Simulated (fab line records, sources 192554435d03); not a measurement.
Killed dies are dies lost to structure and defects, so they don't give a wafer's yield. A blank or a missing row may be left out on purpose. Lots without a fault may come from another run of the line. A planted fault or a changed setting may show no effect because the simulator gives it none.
Chamber matching | flow n5_finfet | N5_BEOL_M3_DEP_57 on pecvd-04: 3 sister chambers
The step deposits SiCN from 3MS/NH3, target thk 8 nm, time 14 s. 3 wafers are shown with their chamber, then 8 later ones without.

WAFERS WITH THEIR CHAMBER
wafer  | chamber | throttle_valve_pct (%)
L083.2 | 0       | 8.6
L083.5 | 1       | 9.1
L086.2 | 2       | 9.1

WAFERS WITHOUT THEIR CHAMBER
wafer  | throttle_valve_pct (%)
L086.3 | 8.3
L086.6 | 8.8
L094.1 | 8.6
L094.4 | 8.9
L094.5 | 8.4
L097.3 | 9.2
L097.4 | 9.0
L097.5 | 8.6

WHICH CHAMBER EACH WENT THROUGH
wafer  | from the rows above          | in truth
L086.3 | 0                            | 0
L086.6 | can't be placed: 0 or 1 or 2 | 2
L094.1 | 0                            | 0
L094.4 | can't be placed: 1 or 2 or 0 | 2
L094.5 | 0                            | 0
L097.3 | can't be placed: 1 or 2      | 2
L097.4 | can't be placed: 1 or 2 or 0 | 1
L097.5 | 0                            | 0
Placed correctly: 4 of 8. Can't be placed from these rows: 4 (the true chamber is among the candidates in 4). Placed wrongly: 0.
How it was worked out, from the rows above alone: a wafer's distance from a chamber is the root of the sum, over the readings, of the square of ((its reading less the chamber's mean) divided by the reading's scatter). The wafer belongs to the nearest chamber; if the next one is less than 2 further off, it can't be placed. A chamber's mean is the mean of its shown wafers. The scatter: with one shown wafer a chamber, the root of the mean of the squares of how far each hidden wafer lies from its nearest shown one.
